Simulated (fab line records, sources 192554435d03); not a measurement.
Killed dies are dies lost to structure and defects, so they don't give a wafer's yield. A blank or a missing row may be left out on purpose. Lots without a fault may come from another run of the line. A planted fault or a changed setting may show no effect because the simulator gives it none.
Chamber matching | flow n5_finfet | N5_BEOL_M11_DESCUM_33 on rie_diel-05: 4 sister chambers
The step chemistry O2, time 7.9 s. 4 wafers are shown with their chamber, then 7 later ones without.

WAFERS WITH THEIR CHAMBER
wafer  | chamber | drypump_motor_current_A (A)
L075.6 | 0       | 5.8
L090.4 | 2       | 6.0
L091.1 | 1       | 5.6
L091.2 | 3       | 5.2

WAFERS WITHOUT THEIR CHAMBER
wafer  | drypump_motor_current_A (A)
L091.6 | 5.2
L093.1 | 5.8
L093.4 | 6.0
L093.6 | 5.8
L094.1 | 5.1
L094.2 | 6.0
L094.5 | 5.6

WHICH CHAMBER EACH WENT THROUGH
wafer  | from the rows above | in truth
L091.6 | 3                   | 3
L093.1 | 0                   | 0
L093.4 | 2                   | 2
L093.6 | 0                   | 0
L094.1 | 3                   | 3
L094.2 | 2                   | 2
L094.5 | 1                   | 1
Placed correctly: 7 of 7. Can't be placed from these rows: 0. Placed wrongly: 0.
How it was worked out, from the rows above alone: a wafer's distance from a chamber is the root of the sum, over the readings, of the square of ((its reading less the chamber's mean) divided by the reading's scatter). The wafer belongs to the nearest chamber; if the next one is less than 2 further off, it can't be placed. A chamber's mean is the mean of its shown wafers. The scatter: with one shown wafer a chamber, the root of the mean of the squares of how far each hidden wafer lies from its nearest shown one.
